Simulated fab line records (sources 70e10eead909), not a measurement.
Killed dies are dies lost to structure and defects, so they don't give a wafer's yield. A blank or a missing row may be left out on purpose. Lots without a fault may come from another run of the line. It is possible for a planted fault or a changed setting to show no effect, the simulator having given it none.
Matching of chambers || flow nand_harc || NHARC_A_STAIRCASE_DEP_471 on pecvd-03: 3 sister chambers
The step deposits SiO2, target thk 100 nm. 6 wafers are shown with their chamber, then 7 later ones without.

WAFERS PAIRED WITH THEIR CHAMBERS
{"wafer": "L080.1", "chamber": 0, "heater_power_w (W)": 618, "throttle_valve_pct (%)": 16.5}
{"wafer": "L081.6", "chamber": 2, "heater_power_w (W)": 459, "throttle_valve_pct (%)": 16.2}
{"wafer": "L084.1", "chamber": 2, "heater_power_w (W)": 416, "throttle_valve_pct (%)": 16.5}
{"wafer": "L084.5", "chamber": 1, "heater_power_w (W)": 582, "throttle_valve_pct (%)": 15.8}
{"wafer": "L087.3", "chamber": 0, "heater_power_w (W)": 636, "throttle_valve_pct (%)": 16.3}
{"wafer": "L087.5", "chamber": 1, "heater_power_w (W)": 606, "throttle_valve_pct (%)": 15.8}

WAFERS MISSING THEIR CHAMBER
{"wafer": "L087.6", "heater_power_w (W)": 461, "throttle_valve_pct (%)": 16.0}
{"wafer": "L090.1", "heater_power_w (W)": 628, "throttle_valve_pct (%)": 15.7}
{"wafer": "L090.2", "heater_power_w (W)": 579, "throttle_valve_pct (%)": 16.4}
{"wafer": "L090.6", "heater_power_w (W)": 608, "throttle_valve_pct (%)": 15.8}
{"wafer": "L093.3", "heater_power_w (W)": 535, "throttle_valve_pct (%)": 15.9}
{"wafer": "L093.4", "heater_power_w (W)": 531, "throttle_valve_pct (%)": 16.3}
{"wafer": "L093.5", "heater_power_w (W)": 528, "throttle_valve_pct (%)": 16.6}

EACH ONE'S CHAMBER
{"wafer": "L087.6", "from the rows above": 2, "in truth": 2}
{"wafer": "L090.1", "from the rows above": 1, "in truth": 1}
{"wafer": "L090.2", "from the rows above": "can't be placed: 0 or 1", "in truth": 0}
{"wafer": "L090.6", "from the rows above": 1, "in truth": 1}
{"wafer": "L093.3", "from the rows above": 1, "in truth": 1}
{"wafer": "L093.4", "from the rows above": "can't be placed: 2 or 1 or 0", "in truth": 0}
{"wafer": "L093.5", "from the rows above": "can't be placed: 2 or 0 or 1", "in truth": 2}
Correctly placed: 4 of 7. Cannot be placed on the basis of these rows: 3; the candidates contain the true chamber in 3. 0 placed wrongly.
How it was worked out, from the rows above alone: a wafer's distance from a chamber is the root of the sum, over the readings, of the square of ((its reading less the chamber's mean) divided by the reading's scatter). If the next closest chamber is less than 2 further off than the closest, the wafer can't be placed; otherwise it belongs to the closest. The mean given for a chamber averages the wafers shown for that chamber. The scatter: the root of (the sum of the squares of (reading less its chamber's mean) over the shown wafers, divided by (wafers less chambers)).
